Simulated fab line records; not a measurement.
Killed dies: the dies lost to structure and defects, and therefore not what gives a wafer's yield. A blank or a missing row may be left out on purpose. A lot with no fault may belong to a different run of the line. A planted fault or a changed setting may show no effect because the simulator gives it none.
A lot that was struck, set against a sound lot :: flow n5Finfet :: 15 out of 1938 route steps
Sound: these wafers, L561.2, L561.3, L561.4. Struck: wafers L566.2, L566.3, L566.6. Last of all comes the cause.
For every step that has rows: the tool of each side, followed by ch and its chambers, followed by its first start. Under that, the readings that differ: sound wafers :: struck wafers :: difference of the means :: sigmas: that difference in standard deviations of wafers without a fault.
alike: words and numbers the same on both sides, and readings whose means are apart by under 2 such deviations; not compared: readings that were withheld, readings missing a value for some wafer, numbers with overlapping values and no deviation given by the record, and bounds like >300 which may hide the same value.
A row with sigmas, a row that says differs or no value, or rows on one side alone: a step with any of these is where the two part. Non-overlapping numbers with no deviation appear without sigmas and do not part them. A reading missing from all wafers of one side parts the sides only when that side holds two or more wafers.

first, 8 steps without rows for these wafers: N5_MIM_BOT_LITHO_HMDS_01 (time 60 s); N5_MIM_BOT_LITHO_COAT_02; N5_MIM_BOT_LITHO_EBR_04; N5_MIM_BOT_LITHO_SOFTBAKE_03 (time 90 s); N5_MIM_BOT_LITHO_EXPOSE_05 (exposes mask MIM BOT); N5_MIM_BOT_LITHO_PEB_06; N5_MIM_BOT_LITHO_DEVELOP_07 (develop time 60 s); N5_MIM_BOT_LITHO_HARDBAKE_09 (time 120 s).
N5_MIM_BOT_LITHO_CD_MEAS_08: the cd target is 3000 nm.
  sound on cdSem-03 ch 0, day 14 15:35; struck on cdSem-02 ch 0, day 15 22:40
  alike: cdNm
N5_MIM_BOT_LITHO_OVL_MEAS_11:
  sound on overlay-02 ch 0, day 14 15:37; struck on overlay-02 ch 0, day 15 22:41
  alike: MIM_BOT_OVL
N5_MIM_BOT_LITHO_INSPECT_12: inspects for defects (macro).
  struck on defectInspect-02, day 15 22:43; sound on defectInspect-01, day 14 15:38
  alike: rawDefectCount
N5_MIM_BOT_LITHO_DESCUM_10: chemistry O2, time 7.9 s.
  sound on rieDiel-06 ch 0,2,3, day 14 15:51; struck on rieDiel-02 ch 2,3, day 15 22:49
  alike: drypumpMotorCurrentA, oesProductAu, rfVppV, showerheadPlenumPTorr, throttleValvePct
  not compared: rfHoursCounterH
N5_MIM_BOT_ETCH_ETCH_04: etches SiNx in CF4/O2, target depth 26 nm, time 13 s.
  sound on rieDiel-06 ch 0,2,3, day 14 15:55; struck on rieDiel-02 ch 2,3, day 15 22:53
reading: cf4FlowSccm (sccm)
sound: 100.05 99.55 100.04
struck: 70.13 69.59 69.76
difference: -30.05
sigmas: -99 or more

reading: oes_ar_750_au (a.u.)
sound: 0.71 0.95 0.72
struck: 1.06 1.03 1.07
difference: +0.26
sigmas: +3

reading: oes_o_777_au (a.u.)
sound: 0.70 0.97 0.73
struck: 1.26 1.23 1.25
difference: +0.45
sigmas: +6

reading: showerheadPlenumPTorr (Torr)
sound: 2.20 2.17 2.29
struck: 1.96 1.93 1.96
difference: -0.27
sigmas: -4

reading: throttleValvePct (%)
sound: 15.98 15.64 16.04
struck: 14.60 14.74 14.58
difference: -1.25
sigmas: -8

reading: model.etch.depthNm (nm)
sound: 25.15 27.03 25.74
struck: 24.42 23.5 24.3
difference: -1.90
sigmas: 
  alike: drypumpMotorCurrentA, oes_f_703_au, oesProductAu, rfVppV
  not compared: rfHoursCounterH
N5_MIM_BOT_ETCH_ETCH_03: etches the open film in Cl2/BCl3, target depth 12 nm.
  sound on rieMetal-02 ch 0,1, day 14 16:00; struck on rieMetal-02 ch 0,1, day 15 22:58
  alike: drypumpMotorCurrentA, oesProductAu, throttleValvePct
  not compared: rfHoursCounterH
N5_PASSIVATION_PROBE_49:
  struck on prober-02, day 16 09:48; sound on prober-02, day 15 00:24
reading: sort_bin_4_leakage (%)
sound: 0 0 0
struck: 1.19 0 0
difference: +0.40
sigmas: +3
  alike: defectLimitedYield, killed_at_M0_to_M3, killed_at_M4_up, killedAtContacts, killedAtFrontEnd, killedAtOther, killedDies, killedOpen, killedShort, sort_bin_5_function, sort_bin_6_memory, sort_bin_8_speed, sortNPass, sortYieldPct

## WHERE THEY PART
At N5_MIM_BOT_ETCH_ETCH_04 first; at N5_PASSIVATION_PROBE_49 last (within this record only).

WHY: whatever the simulator had introduced
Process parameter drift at N5_MIM_BOT_ETCH_ETCH_04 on rieDiel-02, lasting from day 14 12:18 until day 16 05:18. A move of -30 in setting cf4FlowSccm, from 100. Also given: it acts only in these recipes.
